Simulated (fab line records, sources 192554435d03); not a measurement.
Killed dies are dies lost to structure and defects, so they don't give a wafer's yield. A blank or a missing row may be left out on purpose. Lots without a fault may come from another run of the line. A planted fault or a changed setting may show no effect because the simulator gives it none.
Chamber matching | flow n5_finfet | N5_BEOL_M7_ILD_DEP_00 on pecvd-04: 3 sister chambers
The step deposits SiCOH lowk from DEMS/porogen, target thk 179.75 nm, time 33.4 s. 14 wafers are shown with their chamber, then 7 later ones without.

WAFERS WITH THEIR CHAMBER
wafer  | chamber | showerhead_plenum_p_Torr (Torr) | heater_power_w (W) | throttle_valve_pct (%)
L074.4 | 1       | 5.753                           | 282                | 14.1
L074.5 | 2       | 5.731                           | 247                | 14.6
L074.6 | 0       | 5.772                           | 285                | 14.3
L078.1 | 1       | 5.762                           | 282                | 14.2
L078.3 | 0       | 5.760                           | 302                | 14.2
L078.6 | 1       | 5.756                           | 286                | 13.9
L081.1 | 0       | 5.762                           | 269                | 14.4
L081.3 | 2       | 5.727                           | 234                | 13.1
L081.5 | 1       | 5.747                           | 279                | 13.9
L083.2 | 1       | 5.750                           | 267                | 13.8
L083.3 | 0       | 5.786                           | 280                | 14.2
L083.5 | 2       | 5.733                           | 225                | 13.4
L087.2 | 2       | 5.729                           | 209                | 13.2
L087.5 | 1       | 5.768                           | 289                | 14.0

SIGNATURES (means of the wafers above)
reading                  | chamber 0 | chamber 1 | chamber 2 | scatter within a chamber
showerhead_plenum_p_Torr | 5.77000   | 5.75600   | 5.73000   | 0.00826
heater_power_w           | 284.00    | 280.83    | 228.75    | 12.1
throttle_valve_pct       | 14.275    | 13.983    | 13.575    | 0.379
Rule: a wafer's distance from a chamber is the root of the sum, over the readings, of the square of ((its reading less the chamber's mean) divided by the reading's scatter). The wafer belongs to the nearest chamber; if the next one is less than 2 further off, it can't be placed. The scatter: the root of (the sum of the squares of (reading less its chamber's mean) over the shown wafers, divided by (wafers less chambers)).

WAFERS WITHOUT THEIR CHAMBER
wafer  | showerhead_plenum_p_Torr (Torr) | heater_power_w (W) | throttle_valve_pct (%)
L087.6 | 5.737                           | 208                | 13.3
L089.3 | 5.767                           | 324                | 14.6
L089.4 | 5.766                           | 270                | 14.0
L089.6 | 5.740                           | 221                | 13.6
L092.2 | 5.756                           | 285                | 13.9
L092.4 | 5.735                           | 293                | 13.9
L092.6 | 5.746                           | 275                | 14.5

WHICH CHAMBER EACH WENT THROUGH
wafer  | from the rows above     | in truth
L087.6 | 2                       | 2
L089.3 | can't be placed: 0 or 1 | 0
L089.4 | can't be placed: 0 or 1 | 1
L089.6 | 2                       | 2
L092.2 | can't be placed: 1 or 0 | 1
L092.4 | can't be placed: 1 or 0 | 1
L092.6 | can't be placed: 1 or 0 | 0
Placed correctly: 2 of 7. Can't be placed from these rows: 5 (the true chamber is among the candidates in 5). Placed wrongly: 0.
